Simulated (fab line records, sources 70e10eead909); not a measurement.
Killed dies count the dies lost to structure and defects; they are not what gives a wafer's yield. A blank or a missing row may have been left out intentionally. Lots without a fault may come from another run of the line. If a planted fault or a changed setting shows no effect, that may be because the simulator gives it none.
A lot that was struck, set against a sound lot | flow nand_harc | 13 out of 1159 route steps
Sound: these wafers, L358.2, L358.3, L358.4. The struck wafers were L367.1, L367.2, L367.6. The cause is given at the end.
Per side, at each step with rows, come the tool, then ch with its chambers, and then its first start. Under that, the readings that differ: sound wafers | struck wafers | difference of the means | sigmas: that difference in standard deviations of wafers without a fault.
alike: words and numbers the same on both sides, and readings whose means are apart by under 2 such deviations; not compared: readings that were withheld, readings missing a value for some wafer, numbers with overlapping values and no deviation given by the record, and bounds like >300 which may hide the same value.
A row with sigmas, a row that says differs or no value, or rows on one side alone: a step with any of these is where the two part. Numbers that don't overlap but have no deviation are shown without sigmas and don't part them. A reading missing from all wafers of one side parts the sides only when that side holds two or more wafers.

NHARC_P_START_INSPECT_01:
  sound on defect_inspect-02 at day 3 12:02; struck on defect_inspect-01 at day 5 18:02
  alike: raw_defect_count
then, 10 steps without rows for these wafers: NHARC_P_ZERO_WELL_PRECLEAN_00 (cleans in SPM, time 600 s); NHARC_P_ZERO_WELL_SRD_01; NHARC_P_ZERO_WELL_PECVD_02 (deposits SiO2, target thk 10 nm); NHARC_P_ZERO_WELL_DEHYDRATE_03 (time 120 s); NHARC_P_ZERO_WELL_HMDS_04 (time 30 s); NHARC_P_ZERO_WELL_COAT_64 (time 65 s); NHARC_P_ZERO_WELL_COAT_05 (resist thk 600 nm); NHARC_P_ZERO_WELL_SOFTBAKE_06 (time 70 s); NHARC_P_ZERO_WELL_EBR_07; NHARC_P_ZERO_WELL_EXPOSE_08 (exposes mask P ZERO, target cd 500 nm).
NHARC_P_ZERO_WELL_PEB_09: peb time 80 s.
  struck on litho_track-03, day 5 19:09; sound on litho_track-05 ch 0, day 3 13:09
  no value came back on the struck wafers for chill_plate_temp_C (C), exhaust_pa (Pa); on the sound wafers chill_plate_temp_C (C) reads 23.12 23.09 22.93
then, 1 step without rows for these wafers: NHARC_P_ZERO_WELL_DEVELOP_10 (time 50 s).

WHERE THEY PART
Within this record, at NHARC_P_ZERO_WELL_PEB_09 only.

WHY: the cause the simulator had injected
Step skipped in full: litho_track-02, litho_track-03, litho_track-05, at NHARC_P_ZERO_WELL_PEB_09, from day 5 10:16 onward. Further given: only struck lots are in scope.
